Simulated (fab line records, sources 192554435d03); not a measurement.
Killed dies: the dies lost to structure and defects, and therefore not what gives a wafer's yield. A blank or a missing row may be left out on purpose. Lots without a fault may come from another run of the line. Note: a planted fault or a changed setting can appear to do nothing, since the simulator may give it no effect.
Struck lot and sound lot, side by side ; flow n5Finfet ; 25 out of 1938 route steps
Sound: wafers L780.1, L780.2, L780.3. The struck wafers were L788.2, L788.3, L788.5. The cause is named last.
Each step with rows lists, per side, the tool, then ch with its chambers, then its first start. Under that, the readings that differ: sound wafers ; struck wafers ; difference of the means ; sigmas: that difference in standard deviations of wafers without a fault.
alike: same words and numbers on both sides, and readings whose means sit less than 2 such deviations apart. not compared: any withheld reading, any reading some wafer has no value for, any bound like >300 that may hide the same value, and any number with overlapping values for which the record gives no deviation.
The two part at a step that has a row with sigmas, a row that says differs or no value, or rows on one side only. Non-overlapping numbers with no deviation appear without sigmas and do not part them. A reading that every wafer of one side lacks parts them only if that side has two wafers or more.

first, 4 steps without rows for these wafers: N5_ZERO_LAYER_EXPOSE_08 (exposes mask ZERO, defocus 0 nm, target cd 2000 nm); N5_ZERO_LAYER_PEB_09; N5_ZERO_LAYER_DEVELOP_10 (develop time 60 s); N5_ZERO_LAYER_HARDBAKE_23 (time 120 s).
N5_ZERO_LAYER_CD_MEAS_11: the cd target is 2000 nm.
  sound on cdSem-02 ch 0, day 1 12:47; struck on cdSem-03 ch 0, day 3 12:46
  alike: cdNm
N5_ZERO_LAYER_DESCUM_16: chemistry O2, time 7.9 s.
  sound on rieDiel-05 ch 1,2,3, day 1 12:50; struck on rieDiel-04 ch 0,3, day 3 12:49
  alike: drypumpMotorCurrentA, oesProductAu, rfFwdPowerW, rfVppV, showerheadPlenumPTorr, tempC, throttleValvePct
  not compared: rfHoursCounterH
N5_ZERO_LAYER_ETCH_17: etches SiO2 in CF4, target depth 12 nm, time 13.3 s.
  sound on rieDiel-05 ch 1,2,3, day 1 12:52; struck on rieDiel-04 ch 0,3, day 3 12:50
reading;sound;struck;difference;sigmas
showerheadPlenumPTorr (Torr);2.16 2.22 2.15;2.06 2.02 2.02;-0.14;-2
  alike: drypumpMotorCurrentA, mfcArSccm, oesProductAu, rfFwdPowerW, rfVppV, throttleValvePct
  not compared: rfHoursCounterH
N5_ZERO_LAYER_ETCH_18: etches Si in HBr/Cl2, target depth 120 nm, time 40 s.
  sound on rieSi-01 ch 0,1,2, day 1 12:56; struck on rieSi-01 ch 0,1,2, day 3 12:55
  alike: drypumpMotorCurrentA, oesProductAu, rfFwdPowerW, throttleValvePct
  not compared: rfHoursCounterH
N5_ZERO_LAYER_STRIP_24: strips in O2.
  sound on plasmaAsher-01 ch 0,1, day 1 13:02; struck on plasmaAsher-01 ch 0,1, day 3 13:01
  alike: drypumpMotorCurrentA, heaterPowerW, oesProductAu, stripTimeToEndpointS, tempC
  not compared: rfHoursCounterH
then, 1 step without rows for these wafers: N5_ZERO_LAYER_STRIP_19 (strips in SPM, time 900 s).
N5_ZERO_LAYER_INSPECT_20: inspects for defects (darkfield).
  sound on defectInspect-02 at day 1 13:24; struck on defectInspect-02 at day 3 13:35
  alike: rawDefectCount
then, 1 step without rows for these wafers: N5_WELL_APT_HMDS_01 (time 60 s).
N5_WELL_APT_COAT_02: resist thk 950 nm.
  sound on lithoTrack-04 ch 0, day 1 13:26; struck on lithoTrack-04 ch 0, day 3 13:37
reading;sound;struck;difference;sigmas
spinSpeedRpm (rpm);1357.7 1357.4 1357.4;1404.7 1402.0 1402.5;+45.6;+52
model.coat_of_WELL_APT_COAT_02.thkNm (nm);953.4 953 953.1;939.3 934.9 936.3;-16.3;
then, 6 steps without rows for these wafers: N5_WELL_APT_EBR_04; N5_WELL_APT_SOFTBAKE_03 (time 60 s); N5_WELL_APT_EXPOSE_05 (exposes mask NWELL, defocus 0 nm, target cd 200 nm); N5_WELL_APT_PEB_06 (peb time 90 s); N5_WELL_APT_DEVELOP_07 (develop time 45 s); N5_WELL_APT_HARDBAKE_12 (time 120 s).
N5_WELL_APT_CD_MEAS_08: the cd target is 200 nm.
  sound on cdSem-01 ch 0, day 1 13:50; struck on cdSem-01 ch 0, day 3 14:01
  alike: cdNm
N5_WELL_APT_OVL_MEAS_09:
  sound on overlay-02 ch 0, day 1 13:52; struck on overlay-02 ch 0, day 3 14:02
  alike: NWELL_OVL
N5_WELL_APT_INSPECT_10: inspects for defects (macro).
  sound on defectInspect-01 at day 1 13:53; struck on defectInspect-02 at day 3 14:04
  alike: rawDefectCount
N5_WELL_APT_DESCUM_13: chemistry O2, time 7.9 s.
  sound on rieDiel-02 ch 0,1,2, day 1 13:55; struck on rieDiel-01 ch 1,3, day 3 14:06
reading;sound;struck;difference;sigmas
throttleValvePct (%);20.62 20.71 20.60;20.24 20.28 20.24;-0.39;-2
model.coat_of_WELL_APT_COAT_02.thkNm (nm);935.2 934.8 934.9;921.1 916.8 918.1;-16.3;
  alike: drypumpMotorCurrentA, oesProductAu, rfFwdPowerW, rfVppV, showerheadPlenumPTorr, tempC
  not compared: rfHoursCounterH
next, for these wafers, 1 step has no rows: N5_WELL_APT_IMPLANT_14.
-- a jump in the record: the struck wafers' starts before and after are 8 days apart (it breaks off in module WELL_APT and resumes in module BEOL_M4, where the first step shown is number 1111 of the route) --
N5_BEOL_M4_RC_MEAS_101:
  sound on prober-01 ch 0, day 7 22:58; struck on prober-01 ch 0, day 11 08:15
  alike: DIBL_N, DIBL_P, IOFF_N, IOFF_P, ION_N, ION_P, SS_N, SS_P, VT_N, VT_P

== WHERE THEY PART ==
At N5_ZERO_LAYER_ETCH_17 first; at N5_WELL_APT_DESCUM_13 last (within this record only). Later steps at which nothing parts them and some readings are alike: N5_BEOL_M4_RC_MEAS_101.

WHY: what the simulator had put in
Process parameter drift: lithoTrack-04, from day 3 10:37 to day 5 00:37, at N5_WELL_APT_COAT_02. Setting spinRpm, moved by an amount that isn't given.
